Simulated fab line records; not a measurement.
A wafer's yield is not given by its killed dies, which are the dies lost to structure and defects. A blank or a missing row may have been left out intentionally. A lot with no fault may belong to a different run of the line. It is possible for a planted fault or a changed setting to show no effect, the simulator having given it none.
Struck lot and sound lot, side by side ; flow n5-finfet ; 36 out of 1938 route steps
Sound: these wafers, L386.2, L386.4, L386.5. Struck: wafer L400.6. (L400.4 of the same lot was not struck and is left out.) The cause comes at the end.
At each step with rows: each side's tool, then ch and its chambers, then its first start. Under that, the readings that differ: sound wafers ; struck wafers ; difference of the means ; sigmas: that difference in standard deviations of wafers without a fault.
alike: same words and numbers on both sides, and readings whose means sit less than 2 such deviations apart. not compared: any withheld reading, any reading some wafer has no value for, any bound like >300 that may hide the same value, and any number with overlapping values for which the record gives no deviation.
Wherever a step has rows on one side only, a row that says differs or no value, or a row with sigmas, the two part there. Numbers that don't overlap but have no deviation are shown without sigmas and don't part them. A reading that every wafer of one side lacks parts them only if that side has two wafers or more.

first, 8 steps without rows for these wafers: N5_BEOL_M9_SPUTTER_48 (material Cu, target thk 12 nm, time 2 s); N5_BEOL_M9_ECD_50 (material Cu, target thk 318 nm); N5_BEOL_M9_ANNEAL_51 (time 90 s); N5_BEOL_M9_CMP_52 (polishes, stops on SiCOH lowk, t overpolish 7 s, target thk 140 nm); N5_BEOL_M9_PRE_CLEAN_55 (time 15 s); N5_BEOL_M9_DEP_56 (deposits SiCN from 3MS/NH3, target thk 15 nm, time 26.5 s); N5_BEOL_M10_ILD_DEP_00 (deposits SiCOH lowk from DEMS/porogen, target thk 308.51 nm, time 58 s); N5_BEOL_M10_CURE_71 (cures SiCOH lowk, time 240 s).
N5_BEOL_M10_PECVD_70: deposits SiO2 from TEOS/O2, target thk 20 nm, time 22.7 s.
  sound on pecvd-03 ch 0,1,2, day 11 05:56; struck on pecvd-03 ch 0, day 14 15:31
reading;sound;struck;difference;sigmas
model.SiO2_of_BEOL_M10_PECVD_70.thk-nm (nm);19.8 20.2 20.4;28;+8;
  alike: heater-power-w, showerhead-plenum-p-Torr, throttle-valve-pct
then, 24 steps without rows for these wafers: N5_BEOL_M10_HM_DEP_02 (deposits TiN, target thk 20 nm); N5_BEOL_M10_COAT_59 (time 60 s, resist thk 100 nm); N5_BEOL_M10_COAT_60 (time 60 s, resist thk 30 nm); N5_BEOL_M10_COAT_05 (resist thk 90 nm); N5_BEOL_M10_EBR_07; N5_BEOL_M10_SOFTBAKE_06 (time 60 s); N5_BEOL_M10_EXPOSE_08 (exposes mask M10); N5_BEOL_M10_PEB_09 (peb time 60 s); N5_BEOL_M10_DEVELOP_10 (develop time 30 s); N5_BEOL_M10_DESCUM_16 (chemistry O2, time 7.9 s); N5_BEOL_M10_ETCH_61 (etches SiARC in CF4, target depth 39 nm, time 65 s); N5_BEOL_M10_ETCH_62 (etches SOC in N2/H2, target depth 110 nm, overetch 22 nm, time 165 s); N5_BEOL_M10_STRIP_68 (strips in N2/H2); N5_BEOL_M10_STRIP_67 (strips in CF4); N5_BEOL_M10_HM_OPEN_17 (chemistry Cl2/BCl3, target TiN, target depth 20 nm, overetch 6 nm); N5_BEOL_M10_STRIP_19 (strips in O2); N5_BEOL_M10_COAT_63 (time 60 s, resist thk 100 nm); N5_BEOL_M10_COAT_64 (time 60 s, resist thk 30 nm); N5_BEOL_M10_COAT_22 (resist thk 90 nm); N5_BEOL_M10_EBR_24; N5_BEOL_M10_SOFTBAKE_23 (time 60 s); N5_BEOL_M10_EXPOSE_25 (exposes mask V9); N5_BEOL_M10_PEB_26 (peb time 60 s); N5_BEOL_M10_DEVELOP_27 (develop time 30 s).
N5_BEOL_M10_HM_STRIP_39: strips TiN in peroxide tin strip, target depth 25 nm, time 158 s.
  sound on wet-bench-05 ch 1,2,3, day 11 10:13; struck on wet-bench-01 ch 0, day 14 20:29
reading;sound;struck;difference;sigmas
model.SiO2_of_BEOL_M10_PECVD_70.thk-nm (nm);19.8 20 20.4;28;+8;
N5_BEOL_M10_CMP_52: polishes, stops on SiCOH lowk, t overpolish 7 s, target thk 140 nm.
  sound on cmp-01 ch 0,2,3, day 11 12:28; struck on cmp-01 ch 3, day 14 22:28
reading;sound;struck;difference;sigmas
barrier-field-endpoint-s (s);29.0 27.6 29.3;37.9;+9.3;+13
  alike: motor-current-A, slurry-filter-dp-kPa
then, 1 step without rows for these wafers: N5_PASSIVATION_PROBE_49.

== WHERE THEY PART ==
Only at N5_BEOL_M10_CMP_52, within this record.

WHY: whatever the simulator had introduced
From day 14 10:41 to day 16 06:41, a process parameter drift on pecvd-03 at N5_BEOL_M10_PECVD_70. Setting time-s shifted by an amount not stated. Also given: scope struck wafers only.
